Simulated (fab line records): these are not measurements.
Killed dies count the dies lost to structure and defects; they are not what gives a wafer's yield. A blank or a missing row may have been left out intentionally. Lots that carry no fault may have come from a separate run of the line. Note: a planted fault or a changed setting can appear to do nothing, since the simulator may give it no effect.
Matching of chambers ; flow n5 finfet ; 4 sister chambers for N5_PASSIVATION_STRIP_48 on rie diel-01
The step strips in O2. 4 wafers are shown with their chamber, then 8 later ones without.

## WAFERS PAIRED WITH THEIR CHAMBERS
wafer;chamber;showerhead plenum p Torr (Torr)
L089.1;0;2.14
L089.2;1;2.25
L089.3;3;2.11
L089.4;2;2.20

## WAFERS MISSING THEIR CHAMBER
wafer;showerhead plenum p Torr (Torr)
L089.5;2.20
L089.6;2.25
L090.1;2.25
L090.2;2.11
L090.3;2.20
L090.4;2.13
L090.5;2.11
L090.6;2.13

## WHICH CHAMBER EACH ONE RAN IN
wafer;from the rows above;in truth
L089.5;2;2
L089.6;1;1
L090.1;1;1
L090.2;3;3
L090.3;2;2
L090.4;can't be placed: 0 or 3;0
L090.5;3;3
L090.6;can't be placed: 0 or 3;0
Placed correctly: 6 of 8. Unplaceable from these rows: 2, with the true chamber sitting among the candidates in 2. Placed wrongly: 0.
How it was worked out, from the rows above alone: a wafer's distance from a chamber is the root of the sum, over the readings, of the square of ((its reading less the chamber's mean) divided by the reading's scatter). If the next closest chamber is less than 2 further off than the closest, the wafer can't be placed; otherwise it belongs to the closest. For every chamber, the mean is computed from those of its wafers that are shown. The scatter (one wafer shown for each chamber): square how far every hidden wafer sits from the nearest shown wafer, average those squares and take the square root.
